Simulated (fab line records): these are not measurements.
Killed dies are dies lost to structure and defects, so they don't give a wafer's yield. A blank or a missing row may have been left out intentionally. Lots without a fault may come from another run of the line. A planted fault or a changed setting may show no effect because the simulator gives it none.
Chamber matching || flow nand-harc || 4 sister chambers for NHARC_P_GATE_ETCH_32 on rie-si-03
The step etches the open film in HBr/Cl2, target depth 150 nm, time 100.1 s. 4 wafers are shown with their chamber, then 12 later ones without.

## WAFERS WITH THEIR CHAMBER
{"wafer": "L086.6", "chamber": 0, "drypump-motor-current-A (A)": 6.4}
{"wafer": "L090.1", "chamber": 2, "drypump-motor-current-A (A)": 6.0}
{"wafer": "L090.2", "chamber": 1, "drypump-motor-current-A (A)": 5.4}
{"wafer": "L090.4", "chamber": 3, "drypump-motor-current-A (A)": 6.5}

## WAFERS WHOSE CHAMBER IS MISSING
{"wafer": "L091.1", "drypump-motor-current-A (A)": 5.3}
{"wafer": "L091.3", "drypump-motor-current-A (A)": 6.4}
{"wafer": "L091.4", "drypump-motor-current-A (A)": 6.0}
{"wafer": "L094.3", "drypump-motor-current-A (A)": 6.6}
{"wafer": "L094.4", "drypump-motor-current-A (A)": 6.4}
{"wafer": "L094.6", "drypump-motor-current-A (A)": 6.4}
{"wafer": "L095.1", "drypump-motor-current-A (A)": 6.0}
{"wafer": "L095.2", "drypump-motor-current-A (A)": 6.6}
{"wafer": "L095.6", "drypump-motor-current-A (A)": 6.6}
{"wafer": "L096.2", "drypump-motor-current-A (A)": 5.9}
{"wafer": "L096.4", "drypump-motor-current-A (A)": 6.6}
{"wafer": "L096.5", "drypump-motor-current-A (A)": 5.4}

## WHICH CHAMBER EACH ONE RAN IN
{"wafer": "L091.1", "from the rows above": 1, "in truth": 1}
{"wafer": "L091.3", "from the rows above": "can't be placed: 0 or 3", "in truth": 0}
{"wafer": "L091.4", "from the rows above": 2, "in truth": 2}
{"wafer": "L094.3", "from the rows above": "can't be placed: 3 or 0", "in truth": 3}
{"wafer": "L094.4", "from the rows above": "can't be placed: 0 or 3", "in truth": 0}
{"wafer": "L094.6", "from the rows above": "can't be placed: 0 or 3", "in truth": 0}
{"wafer": "L095.1", "from the rows above": 2, "in truth": 2}
{"wafer": "L095.2", "from the rows above": "can't be placed: 3 or 0", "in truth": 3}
{"wafer": "L095.6", "from the rows above": "can't be placed: 3 or 0", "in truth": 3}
{"wafer": "L096.2", "from the rows above": 2, "in truth": 2}
{"wafer": "L096.4", "from the rows above": "can't be placed: 3 or 0", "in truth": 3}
{"wafer": "L096.5", "from the rows above": 1, "in truth": 1}
Placed correctly: 5 of 12. Cannot be placed on the basis of these rows: 7; the candidates contain the true chamber in 7. Placed wrongly: 0.
How it was worked out, from the rows above alone: a wafer's distance from a chamber is the root of the sum, over the readings, of the square of ((its reading less the chamber's mean) divided by the reading's scatter). The wafer belongs to the nearest chamber; if the next one is less than 2 further off, it can't be placed. A chamber's mean is the mean of its shown wafers. The scatter (one wafer shown for each chamber): square how far every hidden wafer sits from the nearest shown wafer, average those squares and take the square root.
